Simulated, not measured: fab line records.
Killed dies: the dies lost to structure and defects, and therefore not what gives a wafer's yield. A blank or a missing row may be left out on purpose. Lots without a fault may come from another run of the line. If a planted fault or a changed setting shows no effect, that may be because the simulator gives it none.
Chamber matching || flow n5_finfet || N5_BEOL_M3_ALD_98 on ald_sin-01 has 4 sister chambers
The step deposits SiO2, target thk 2.5 nm, pulse time 1 s, co reactant pulse time 1 s. 8 wafers are shown with their chamber, then 10 later ones without.

== WAFERS, EACH WITH ITS CHAMBER ==
{"wafer": "L083.6", "chamber": 0, "heater_power_w (W)": 87, "chamber_pressure_Torr (Torr)": 2.000}
{"wafer": "L084.3", "chamber": 3, "heater_power_w (W)": 70, "chamber_pressure_Torr (Torr)": 2.000}
{"wafer": "L084.6", "chamber": 3, "heater_power_w (W)": 71, "chamber_pressure_Torr (Torr)": 2.005}
{"wafer": "L089.2", "chamber": 1, "heater_power_w (W)": 70, "chamber_pressure_Torr (Torr)": 2.003}
{"wafer": "L089.5", "chamber": 1, "heater_power_w (W)": 67, "chamber_pressure_Torr (Torr)": 2.003}
{"wafer": "L089.6", "chamber": 2, "heater_power_w (W)": 82, "chamber_pressure_Torr (Torr)": 1.995}
{"wafer": "L088.1", "chamber": 0, "heater_power_w (W)": 86, "chamber_pressure_Torr (Torr)": 2.001}
{"wafer": "L088.3", "chamber": 2, "heater_power_w (W)": 82, "chamber_pressure_Torr (Torr)": 2.004}

== WAFERS WITHOUT THEIR CHAMBER ==
{"wafer": "L088.6", "heater_power_w (W)": 86, "chamber_pressure_Torr (Torr)": 2.004}
{"wafer": "L090.2", "heater_power_w (W)": 71, "chamber_pressure_Torr (Torr)": 1.997}
{"wafer": "L090.5", "heater_power_w (W)": 87, "chamber_pressure_Torr (Torr)": 1.997}
{"wafer": "L090.6", "heater_power_w (W)": 70, "chamber_pressure_Torr (Torr)": 1.995}
{"wafer": "L096.3", "heater_power_w (W)": 73, "chamber_pressure_Torr (Torr)": 1.992}
{"wafer": "L096.5", "heater_power_w (W)": 69, "chamber_pressure_Torr (Torr)": 1.998}
{"wafer": "L096.6", "heater_power_w (W)": 84, "chamber_pressure_Torr (Torr)": 2.000}
{"wafer": "L095.3", "heater_power_w (W)": 85, "chamber_pressure_Torr (Torr)": 2.000}
{"wafer": "L095.4", "heater_power_w (W)": 82, "chamber_pressure_Torr (Torr)": 1.996}
{"wafer": "L095.5", "heater_power_w (W)": 73, "chamber_pressure_Torr (Torr)": 2.000}

== THE CHAMBER EACH PASSED THROUGH ==
{"wafer": "L088.6", "from the rows above": 0, "in truth": 0}
{"wafer": "L090.2", "from the rows above": "can't be placed: 3 or 1", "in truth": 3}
{"wafer": "L090.5", "from the rows above": 0, "in truth": 0}
{"wafer": "L090.6", "from the rows above": "can't be placed: 3 or 1", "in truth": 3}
{"wafer": "L096.3", "from the rows above": "can't be placed: 3 or 1", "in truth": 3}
{"wafer": "L096.5", "from the rows above": "can't be placed: 1 or 3", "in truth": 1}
{"wafer": "L096.6", "from the rows above": "can't be placed: 2 or 0", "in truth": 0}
{"wafer": "L095.3", "from the rows above": "can't be placed: 0 or 2", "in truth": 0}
{"wafer": "L095.4", "from the rows above": 2, "in truth": 2}
{"wafer": "L095.5", "from the rows above": "can't be placed: 3 or 1", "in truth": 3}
Placed correctly: 3 of 10. Cannot be placed on the basis of these rows: 7; the candidates contain the true chamber in 7. Number placed wrongly: 0.
How it was worked out, from the rows above alone: a wafer's distance from a chamber is the root of the sum, over the readings, of the square of ((its reading less the chamber's mean) divided by the reading's scatter). The wafer belongs to the nearest chamber; if the next one is less than 2 further off, it can't be placed. For every chamber, the mean is computed from those of its wafers that are shown. The scatter: the root of (the sum of the squares of (reading less its chamber's mean) over the shown wafers, divided by (wafers less chambers)).
